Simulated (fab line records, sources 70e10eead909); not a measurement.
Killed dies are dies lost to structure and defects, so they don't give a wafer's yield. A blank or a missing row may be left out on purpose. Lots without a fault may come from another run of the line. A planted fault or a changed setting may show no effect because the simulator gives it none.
Chamber matching | flow nand_harc | NHARC_A_CHANNEL_FILL_D2_ALD_02 on ald_hk-03: 4 sister chambers
The step deposits SiO2, target thk 6 nm, pulse time 10 s, ald cycles 60. 8 wafers are shown with their chamber, then 8 later ones without.

WAFERS WITH THEIR CHAMBER
wafer  | chamber | heater_power_w (W) | precursor_pulse_height_rel
L079.5 | 3       | 468                | 1.016
L082.2 | 3       | 482                | 1.019
L084.3 | 0       | 454                | 1.007
L084.6 | 2       | 488                | 0.977
L090.1 | 1       | 443                | 0.995
L090.4 | 2       | 518                | 1.011
L090.5 | 1       | 433                | 0.977
L091.1 | 0       | 456                | 1.027

WAFERS WITHOUT THEIR CHAMBER
wafer  | heater_power_w (W) | precursor_pulse_height_rel
L091.2 | 469                | 1.018
L091.3 | 429                | 1.021
L095.3 | 518                | 0.983
L095.4 | 487                | 1.008
L095.6 | 519                | 1.011
L097.2 | 477                | 1.008
L097.5 | 485                | 0.983
L097.6 | 448                | 0.998

WHICH CHAMBER EACH WENT THROUGH
wafer  | from the rows above          | in truth
L091.2 | can't be placed: 3 or 0      | 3
L091.3 | can't be placed: 0 or 1 or 3 | 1
L095.3 | 2                            | 2
L095.4 | can't be placed: 3 or 2 or 0 | 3
L095.6 | can't be placed: 2 or 3      | 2
L097.2 | can't be placed: 3 or 0 or 2 | 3
L097.5 | can't be placed: 2 or 3 or 0 | 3
L097.6 | can't be placed: 1 or 0 or 3 | 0
Placed correctly: 1 of 8. Can't be placed from these rows: 7 (the true chamber is among the candidates in 7). Placed wrongly: 0.
How it was worked out, from the rows above alone: a wafer's distance from a chamber is the root of the sum, over the readings, of the square of ((its reading less the chamber's mean) divided by the reading's scatter). The wafer belongs to the nearest chamber; if the next one is less than 2 further off, it can't be placed. A chamber's mean is the mean of its shown wafers. The scatter: the root of (the sum of the squares of (reading less its chamber's mean) over the shown wafers, divided by (wafers less chambers)).
